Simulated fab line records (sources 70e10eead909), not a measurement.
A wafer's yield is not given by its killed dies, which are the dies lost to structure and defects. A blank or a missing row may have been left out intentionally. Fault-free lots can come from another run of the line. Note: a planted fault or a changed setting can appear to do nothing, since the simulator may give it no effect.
fab line records -- flow nand_harc
[record] lots = 6, wafers = 18, last_day = 24
route steps=1159 shown A_CHANNEL_HOLE_D1@483 A_CHANNEL_FILL_D1@490 END@1159
lots untouched by any fault: they come from a run of this same line in which no faults occurred
start_h: the number of hours between the record's first day and the start of the first shown wafer of the lot -- wait_h: hours from the lot's prior step to this one -- " identical to the entry in the row above -- L1.1+2: several wafers, shown together as one row -- - no value present, or no start provided -- * or withheld: withheld -- < > ~ a bound
route shown NAME@n: names a module that has steps shown in the file, with the first one's number in the route -- usual: mean/standard deviation of fault-free wafers -- same: alike in all rows -- chamber/n: place in a boat -- sites: per-site readings -- _std_site: the standard deviation of these -- _edge_site: the outer-site mean with the inner-site mean subtracted -- radius_mm: how far each site lies from the wafer's centre -- mask NAME#n: copy n -- behind: tool/chamber where the wafer was last shaped -- hold: cause of the lot's hold/its duration in hours/its outcome -- device: the n, p or np transistor that did not switch -- end of line: the route-end tests of the same wafers -- a step without rows: its recipe alone -- killed: the dies lost at the first sort to structure and to defects; this is not the yield of the wafer -- map: the dies of a wafer, with x for killed, . for not killed, _ for no die there
set.NAME: the setting the step ran with; set.NAME@STEP: the setting that earlier step ran with -- model.NAME: the simulator's own value behind a step, which no gauge read
lots seen at some steps along the route; tables by step, rows by wafer
services: the hour from which a tool's chamber was out of use, counted from the record's first day as start_h (under 0 if before that day), plus the number of hours and why
[[steps]]
[step NHARC_A_CHANNEL_HOLE_D1_ETCH_44]
[recipe] target_depth_a = 1400, overetch_a = 140, time_s = 77, ion_energy_ev = 100, cf4_flow_sccm = 80, o2_flow_sccm = 20, ar_flow_sccm = 0, rf_w = 300, bias_w = 100, chemistry = CF4/O2
[usual] cf4_flow_sccm = 79.99/0.24, drypump_motor_current_A = 5.8/0.48, oes_product_au = 0.995/0.013, rf_vpp_V = 198.3/1.2, showerhead_plenum_p_Torr = 1.35/0.042, throttle_valve_pct = 13.397/0.0087
lot.wafer,tool,chamber,start_h,wait_h,cf4_flow_sccm,drypump_motor_current_A,oes_product_au,rf_hours_counter_h,rf_vpp_V,showerhead_plenum_p_Torr,throttle_valve_pct
L863.1,rie_diel-13,2,192.17,0.1,79.71,5.4,0.988,6,199.0,1.38,13.403
L863.2,rie_diel-13,0,192.17,0.1,80.03,5.4,0.992,7,198.4,1.37,13.388
L863.5,rie_diel-13,2,192.17,0.1,79.75,5.4,0.986,-,197.2,1.38,13.388
L865.3,rie_diel-08,3,205.13,0.1,79.74,6.3,0.982,4,197.9,1.35,13.401
L865.1,rie_diel-08,0,205.13,0.1,79.63,6.4,1.000,4,200.4,1.41,13.385
L865.5,rie_diel-08,3,205.13,0.1,80.22,6.3,0.993,-,199.0,1.35,13.409
L869.4,rie_diel-13,1,234.13,0.1,80.02,4.8,0.992,10,199.5,1.35,13.393
L869.2,rie_diel-13,3,234.13,0.1,79.81,5.9,1.016,10,197.0,1.27,13.388
L869.5,rie_diel-13,1,234.13,0.1,80.38,4.8,0.993,-,196.5,1.35,13.385
L879.4,rie_diel-13,1,291.33,0.1,79.99,4.8,1.018,0,199.0,1.35,13.402
L879.1,rie_diel-13,2,291.33,0.1,79.97,5.4,0.983,0,197.3,1.38,13.405
L879.3,rie_diel-13,3,291.33,0.1,79.93,5.9,0.995,1,197.6,1.27,13.390
L880.1,rie_diel-05,3,291.47,0.1,79.78,6.0,0.994,8,196.6,1.30,13.377
L880.3,rie_diel-05,0,291.47,0.1,80.09,5.2,0.986,8,199.7,1.41,13.395
L880.2,rie_diel-05,2,291.47,0.1,79.93,6.2,0.977,8,197.6,1.32,13.408
L883.2,rie_diel-08,0,314.74,0.1,79.66,6.4,0.997,0,198.6,1.41,13.400
L883.3,rie_diel-08,3,314.74,0.1,79.99,6.3,0.990,0,198.4,1.35,13.403
L883.5,rie_diel-08,0,314.74,0.1,79.46,6.4,0.990,-,199.7,1.41,13.401
[step NHARC_A_CHANNEL_HOLE_D1_STRIP_27]
[recipe] o2_flow_sccm = 500, ar_flow_sccm = 0, bias_w = 0, chemistry = O2
[usual] drypump_motor_current_A = 5.8/0.46, oes_product_au = 0.996/0.013, rf_vpp_V = 57.9/0.88, showerhead_plenum_p_Torr = 3.56/0.11, throttle_valve_pct = 17.036/0.0096
lot.wafer,tool,chamber,start_h,wait_h,drypump_motor_current_A,oes_product_au,rf_hours_counter_h,rf_vpp_V,showerhead_plenum_p_Torr,throttle_valve_pct
L863.1,rie_diel-13,2,-,-,5.4,0.995,6,56.8,3.64,17.031
L863.2,rie_diel-13,0,-,-,5.3,0.984,7,58.8,3.62,17.035
L863.5,rie_diel-13,2,-,-,5.4,0.980,-,58.5,3.64,17.023
L865.3,rie_diel-08,0,-,-,6.4,0.998,4,58.4,3.71,17.033
L865.1,rie_diel-08,2,-,-,5.8,0.993,4,56.9,3.50,17.026
L865.5,rie_diel-08,1,-,-,5.2,1.009,-,57.7,3.64,17.054
L869.4,rie_diel-13,0,-,-,5.4,0.986,10,57.2,3.62,17.032
L869.2,rie_diel-13,1,-,-,4.9,1.012,10,57.8,3.56,17.052
L869.5,rie_diel-13,3,-,-,5.9,1.016,-,57.7,3.35,17.023
L879.4,rie_diel-13,2,-,-,5.4,0.990,0,58.5,3.63,17.016
L879.1,rie_diel-13,3,-,-,5.9,0.998,1,57.6,3.35,17.034
L879.3,rie_diel-13,0,-,-,5.3,0.994,1,58.3,3.62,17.035
L880.3,rie_diel-05,3,-,-,6.1,1.010,8,57.6,3.45,17.048
L880.2,rie_diel-05,0,-,-,5.3,0.982,8,57.9,3.71,17.051
L880.1,rie_diel-05,1,-,-,5.5,0.977,9,57.6,3.44,17.039
L883.2,rie_diel-08,3,-,-,6.3,1.000,0,57.3,3.57,17.035
L883.3,rie_diel-08,0,-,-,6.4,0.992,0,57.5,3.71,17.029
L883.5,rie_diel-08,1,-,-,5.3,1.033,-,56.9,3.64,17.035
[step NHARC_A_CHANNEL_HOLE_D1_PRECLEAN_28]
[recipe] time_s = *, temp_c = 50, bath_age_min = 0, chemistry = SC1
[step NHARC_A_CHANNEL_HOLE_D1_SRD_29]
[step NHARC_A_CHANNEL_HOLE_D1_CD_MEAS_30]
[usual] cd_nm = 90.7/2
lot.wafer,tool,chamber,start_h,wait_h,cd_nm
L863.1,cd_sem-03,-,192.96,-,91.3
L863.2,cd_sem-03,-,192.96,-,90.3
L863.5,cd_sem-03,-,192.96,-,91.3
L865.1,cd_sem-02,-,205.92,-,88.6
L865.3,cd_sem-02,-,205.92,-,87.3
L865.5,cd_sem-02,-,205.92,-,89.9
L869.2,cd_sem-03,-,234.93,-,90.8
L869.4,cd_sem-03,-,234.93,-,89.1
L869.5,cd_sem-03,-,234.93,-,88.7
L879.1,cd_sem-01,-,292.14,-,90.4
L879.3,cd_sem-01,-,292.14,-,91.7
L879.4,cd_sem-01,-,292.14,-,89.4
L880.1,cd_sem-01,-,292.27,-,94.4
L880.2,cd_sem-01,-,292.27,-,90.8
L880.3,cd_sem-01,-,292.27,-,93.4
L883.2,cd_sem-02,-,315.54,-,89.0
L883.3,cd_sem-02,-,315.54,-,87.7
L883.5,cd_sem-02,-,315.54,-,89.3
[step NHARC_A_CHANNEL_HOLE_D1_XSEM_31]
[recipe] landing_energy_ev = 35000
[step NHARC_A_CHANNEL_HOLE_D1_INSPECT_40]
[usual] raw_defect_count = 59/16
lot.wafer,tool,chamber,start_h,wait_h,raw_defect_count
L863.1,defect_inspect-01,-,193.15,-,102
L863.2,defect_inspect-01,-,193.15,-,104
L863.5,defect_inspect-01,-,193.15,-,48
L865.1,defect_inspect-02,-,206.11,-,48
L865.3,defect_inspect-02,-,206.11,-,54
L865.5,defect_inspect-02,-,206.11,-,69
L869.2,defect_inspect-02,-,235.11,-,26
L869.4,defect_inspect-02,-,235.11,-,38
L869.5,defect_inspect-02,-,235.11,-,36
L879.1,defect_inspect-02,-,292.32,-,45
L879.3,defect_inspect-02,-,292.32,-,47
L879.4,defect_inspect-02,-,292.32,-,54
L880.1,defect_inspect-01,-,292.47,-,92
L880.2,defect_inspect-01,-,292.47,-,69
L880.3,defect_inspect-01,-,292.47,-,70
L883.2,defect_inspect-01,-,315.72,-,49
L883.3,defect_inspect-01,-,315.72,-,66
L883.5,defect_inspect-01,-,315.72,-,52
[step NHARC_A_CHANNEL_FILL_D1_PRECLEAN_00]
[recipe] time_s = *, temp_c = 50, bath_age_min = 0, chemistry = SC1
[step NHARC_A_CHANNEL_FILL_D1_SRD_01]
[step NHARC_A_CHANNEL_FILL_D1_ALD_02]
[recipe] target_thk_a = 60, pulse_time_s = 10, ald_cycles = 60, temp_c = 300, material = SiO2
[step NHARC_A_CHANNEL_FILL_D1_ALD_03]
[recipe] target_thk_a = 60, pulse_time_s = 60, ald_cycles = 58, temp_c = 630, pressure_torr = 2, material = SiNx
[usual] ald_cycles = 58/0, precursor_pulse_height_rel = 1.002/0.02
lot.wafer,tool,chamber,start_h,wait_h,ald_cycles,precursor_pulse_height_rel
L863.1,ald_sin_batch-02,0,-,-,58,0.987
L863.2,ald_sin_batch-02,0,-,-,58,0.989
L863.5,ald_sin_batch-02,0,-,-,58,1.007
L865.1,ald_sin_batch-03,0,-,-,58,1.025
L865.3,ald_sin_batch-03,0,-,-,58,1.011
L865.5,ald_sin_batch-03,0,-,-,58,0.999
L869.2,ald_sin_batch-01,0,-,-,58,1.007
L869.4,ald_sin_batch-01,0,-,-,58,0.998
L869.5,ald_sin_batch-01,0,-,-,58,1.064
L879.1,ald_sin_batch-01,0,-,-,58,1.031
L879.3,ald_sin_batch-01,0,-,-,58,0.983
L879.4,ald_sin_batch-01,0,-,-,58,1.029
L880.1,ald_sin_batch-01,0,-,-,58,0.977
L880.2,ald_sin_batch-01,0,-,-,58,0.980
L880.3,ald_sin_batch-01,0,-,-,58,1.023
L883.2,ald_sin_batch-02,0,-,-,58,0.956
L883.3,ald_sin_batch-02,0,-,-,58,1.018
L883.5,ald_sin_batch-02,0,-,-,58,1.015
[step NHARC_A_CHANNEL_FILL_D1_ALD_14]
[recipe] target_thk_a = 25, pulse_time_s = 10, ald_cycles = 25, temp_c = 300, material = SiO2
[usual] ald_cycles = 25/0, heater_power_w = 454/35, precursor_pulse_height_rel = 1.000/0.02
lot.wafer,tool,chamber,start_h,wait_h,ald_cycles,heater_power_w,precursor_pulse_height_rel
L863.1,ald_hk-02,0,200.09,0.0,25,491,0.981
L863.2,ald_hk-02,1,200.09,0.0,25,386,1.011
L863.5,ald_hk-02,0,200.09,0.0,25,478,0.993
L865.3,ald_hk-02,0,217.39,0.0,25,481,1.012
L865.1,ald_hk-02,2,217.39,0.0,25,445,1.020
L865.5,ald_hk-02,1,217.39,0.0,25,395,1.010
L869.4,ald_hk-03,0,244.65,0.0,25,433,1.028
L869.2,ald_hk-03,3,244.65,0.0,25,517,0.985
L869.5,ald_hk-03,0,244.65,0.0,25,435,0.999
L879.1,ald_hk-03,0,299.50,0.0,25,431,0.991
L879.3,ald_hk-03,1,299.50,0.0,25,461,0.969
L879.4,ald_hk-03,3,299.50,0.0,25,513,1.002
L880.2,ald_hk-02,2,299.51,0.1,25,441,1.008
L880.3,ald_hk-02,0,299.51,0.1,25,452,0.997
L880.1,ald_hk-02,1,299.51,0.1,25,378,1.003
L883.2,ald_hk-04,0,322.92,0.0,25,476,0.992
L883.3,ald_hk-04,2,322.92,0.0,25,476,1.008
L883.5,ald_hk-04,1,322.92,0.0,25,460,1.003
[step NHARC_A_CHANNEL_FILL_D1_ALD_15]
[recipe] target_thk_a = 20, pulse_time_s = 60, ald_cycles = 19, temp_c = 630, pressure_torr = 2, material = SiNx
[usual] ald_cycles = 19/0, precursor_pulse_height_rel = 1.001/0.02
lot.wafer,tool,chamber,start_h,wait_h,ald_cycles,precursor_pulse_height_rel
L863.1,ald_sin_batch-01,0,203.21,-,19,1.021
L863.2,ald_sin_batch-01,0,203.21,-,19,0.979
L863.5,ald_sin_batch-01,0,203.21,-,19,1.055
L865.1,ald_sin_batch-02,0,220.51,-,19,1.020
L865.3,ald_sin_batch-02,0,220.51,-,19,0.994
L865.5,ald_sin_batch-02,0,220.51,-,19,1.004
L869.2,ald_sin_batch-03,0,247.77,-,19,0.993
L869.4,ald_sin_batch-03,0,247.77,-,19,1.012
L869.5,ald_sin_batch-03,0,247.77,-,19,0.978
L879.1,ald_sin_batch-02,0,302.62,-,15,1.013
L879.3,ald_sin_batch-02,0,302.62,-,15,0.996
L879.4,ald_sin_batch-02,0,302.62,-,15,1.035
L880.1,ald_sin_batch-02,0,302.62,-,15,0.991
L880.2,ald_sin_batch-02,0,302.62,-,15,1.001
L880.3,ald_sin_batch-02,0,302.62,-,15,1.012
L883.2,ald_sin_batch-01,0,326.05,-,19,0.995
L883.3,ald_sin_batch-01,0,326.05,-,19,1.015
L883.5,ald_sin_batch-01,0,326.05,-,19,1.019
[step NHARC_A_CHANNEL_FILL_D1_ALD_16]
[recipe] target_thk_a = 15, pulse_time_s = 10, ald_cycles = 15, temp_c = 300, material = SiO2
[usual] ald_cycles = 15/0, heater_power_w = 447/39, precursor_pulse_height_rel = 1.001/0.02
lot.wafer,tool,chamber,start_h,wait_h,ald_cycles,heater_power_w,precursor_pulse_height_rel
L863.1,ald_hk-03,1,210.41,5.2,15,465,0.977
L863.2,ald_hk-03,2,210.41,5.2,15,401,0.977
L863.5,ald_hk-03,1,210.41,5.2,15,470,0.997
L865.3,ald_hk-03,2,222.60,0.1,15,388,1.013
L865.1,ald_hk-03,3,222.60,0.1,15,514,1.032
L865.5,ald_hk-03,2,222.60,0.1,15,398,1.034
L869.2,ald_hk-04,1,249.86,0.1,15,464,1.018
L869.4,ald_hk-04,0,249.86,0.1,15,479,0.976
L869.5,ald_hk-04,1,249.86,0.1,15,450,0.988
L879.3,ald_hk-03,2,304.65,0.0,15,391,1.034
L879.1,ald_hk-03,0,304.65,0.0,15,442,0.991
L879.4,ald_hk-03,1,304.65,0.0,15,459,1.026
L880.2,ald_hk-03,3,304.84,0.2,15,518,0.997
L880.1,ald_hk-03,0,304.84,0.2,15,427,1.037
L880.3,ald_hk-03,1,304.84,0.2,15,466,1.010
L883.3,ald_hk-02,0,328.10,0.0,15,462,0.989
L883.2,ald_hk-02,3,328.10,0.0,15,458,1.016
L883.5,ald_hk-02,1,328.10,0.0,15,378,0.992
[step NHARC_END_SORT_01]
[recipe] temp_c = 25
[usual] killed_at_array = 26/8.4, killed_at_other = 0.7/0.97, killed_at_periphery = 3.2/2.2, killed_dies = 30/8.5, killed_open = 3.4/2, killed_short = 2/1.3
[same] gross_dies = 677
lot.wafer,tool,chamber,start_h,wait_h,killed_at_array,killed_at_other,killed_at_periphery,killed_dies,killed_open,killed_short
L863.1,prober-02,0,457.39,2.5,25,3,5,33,2,1
L863.2,prober-02,0,458.20,2.8,34,1,2,37,6,1
L863.5,prober-02,0,460.64,3.8,22,3,4,29,2,2
L869.2,prober-02,0,498.31,2.8,23,0,4,27,2,1
L869.4,prober-02,0,499.91,3.4,18,1,1,20,4,2
L869.5,prober-02,0,500.71,3.7,23,0,2,25,1,5
L880.1,prober-02,0,544.19,2.5,37,0,3,40,7,3
L880.2,prober-02,0,544.97,2.8,32,0,6,38,1,4
L880.3,prober-02,0,545.76,3.1,31,0,3,34,3,2
// killed by level:class
L863.1 A_CHANNEL_HOLE_D1:chamber_film_flake=10 P_M1:chamber_film_flake=3 A_ZERO_WELL:chamber_film_flake=3 A_CHANNEL_FILL_D1:chamber_film_flake=3 A_WL_FILL:chamber_film_flake=3 A_CONTACT:chamber_film_flake=3 THIN_TSV:chamber_film_flake=3 P_M1:geometric_particle:open=1
L863.2 A_CHANNEL_HOLE_D1:chamber_film_flake=17 A_CONTACT:geometric_particle:open=3 A_WL_FILL:chamber_film_flake=3 A_ZERO_WELL:chamber_film_flake=2 A_CHANNEL_FILL_D1:chamber_film_flake=2 A_STAIRCASE:chamber_film_flake=2 A_CONTACT:chamber_film_flake=2 P_M0:geometric_particle:open=1
L863.5 A_CHANNEL_HOLE_D1:chamber_film_flake=7 A_CONTACT:chamber_film_flake=5 A_ZERO_WELL:chamber_film_flake=3 THIN_TSV:chamber_film_flake=3 P_M1:chamber_film_flake=2 A_WL_FILL:chamber_film_flake=2 P_CONTACT:geometric_particle:open=1 P_M1:geometric_particle:short=1
L869.2 A_STAIRCASE:chamber_film_flake=8 A_SLIT:chamber_film_flake=7 A_CHANNEL_HOLE_D1:chamber_film_flake=4 P_STI:chamber_film_flake=3 P_M2:geometric_particle:open=1 A_ONON_D1:geometric_particle:open=1 A_CHANNEL_FILL_D1:geometric_particle:short=1 A_ZERO_WELL:chamber_film_flake=1
L869.4 A_STAIRCASE:chamber_film_flake=7 A_SLIT:chamber_film_flake=4 A_SGD_CUT:geometric_particle:open=2 A_ONON_D1:geometric_particle:open=1 A_WL_FILL:geometric_particle:open=1 A_WL_FILL:geometric_particle:short=1 P_STI:chamber_film_flake=1 STARTING-WAFER:geometric_particle:short=1
L869.5 A_SLIT:chamber_film_flake=12 A_WL_FILL:geometric_particle:short=3 A_CHANNEL_HOLE_D1:chamber_film_flake=3 A_STAIRCASE:chamber_film_flake=3 P_M0:geometric_particle:open=1 A_CHANNEL_FILL_D1:geometric_particle:short=1 A_M0:geometric_particle:short=1 P_STI:chamber_film_flake=1
L880.1 A_CHANNEL_HOLE_D1:chamber_film_flake=24 A_ZERO_WELL:chamber_film_flake=3 P_GATE:geometric_particle:open=2 A_SGD_CUT:geometric_particle:open=2 A_CONTACT:chamber_film_flake=2 P_CONTACT:geometric_particle:short=1 A_ONON_D1:geometric_particle:open=1 A_CHANNEL_HOLE_D1:geometric_particle:short=1
L880.2 A_CHANNEL_HOLE_D1:chamber_film_flake=19 A_ZERO_WELL:chamber_film_flake=4 A_CONTACT:chamber_film_flake=3 P_ZERO_WELL:chamber_film_flake=2 P_GATE:chamber_film_flake=2 P_CONTACT:geometric_particle:short=1 A_SOURCE_PLATE:geometric_particle:short=1 A_ONON_D1:geometric_particle:open=1
L880.3 A_CHANNEL_HOLE_D1:chamber_film_flake=19 A_CONTACT:chamber_film_flake=4 A_M0:geometric_particle:open=2 P_M2:chamber_film_flake=2 P_CONTACT:geometric_particle:open=1 A_SGD_CUT:geometric_particle:short=1 A_M0:geometric_particle:short=1 A_CHANNEL_FILL_D1:chamber_film_flake=1
[[services]]
tool,chamber,start_h,hours,kind
rie_diel-13,0,181.50,-,clean
rie_diel-13,1,181.50,-,clean
rie_diel-13,2,181.50,-,clean
rie_diel-13,3,181.50,-,clean
ald_hk-04,-,188.85,10.0,pm
rie_diel-13,0,206.02,-,clean
rie_diel-13,1,206.02,-,clean
rie_diel-13,2,206.02,-,clean
rie_diel-13,3,206.02,-,clean
rie_diel-08,2,225.44,3.0,repair
rie_diel-13,0,230.52,-,clean
rie_diel-13,1,230.52,-,clean
rie_diel-13,2,230.52,-,clean
rie_diel-05,3,247.42,4.0,repair
rie_diel-05,0,257.70,2.1,repair
rie_diel-08,1,268.94,17.0,repair
rie_diel-13,-,276.00,9.0,pm
ald_hk-04,-,286.73,0.4,repair
rie_diel-08,3,296.12,1.3,repair
rie_diel-08,-,301.84,9.0,pm
rie_diel-05,0,315.15,4.4,repair
ald_sin_batch-03,-,315.43,26.0,pm
ald_hk-03,-,322.00,10.0,pm
rie_diel-13,3,323.01,5.2,repair
[[key]]
[first_sign] step = NHARC_A_CHANNEL_FILL_D1_ALD_15, reading = ald_cycles, direction = down, sigmas = 99+, usual = 19, struck = 15
effect none on later readings
met_at NHARC_A_CHANNEL_FILL_D1_ALD_15
struck_wafers L879.1,L879.3,L879.4,L880.1,L880.2,L880.3
tester_left_out L879,L880
onset_between 220.51 302.62
[fault] kind = process_parameter_drift, tool = ald_sin_batch-02, chamber = -, onset_h = 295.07, steps = NHARC_A_CHANNEL_FILL_D1_ALD_15, channel = ald_cycles, offset = -4, shape = step, end_h = 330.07, acts_in = these_recipes_only, stated = 19
// tester_left_out: of these lots the tester's yield and bins aren't shown, on N5 and GAA mostly nor the transistor test; their killed dies are dies lost to structure and defects alone, not to doping, threshold or leakage, so they don't give the yield
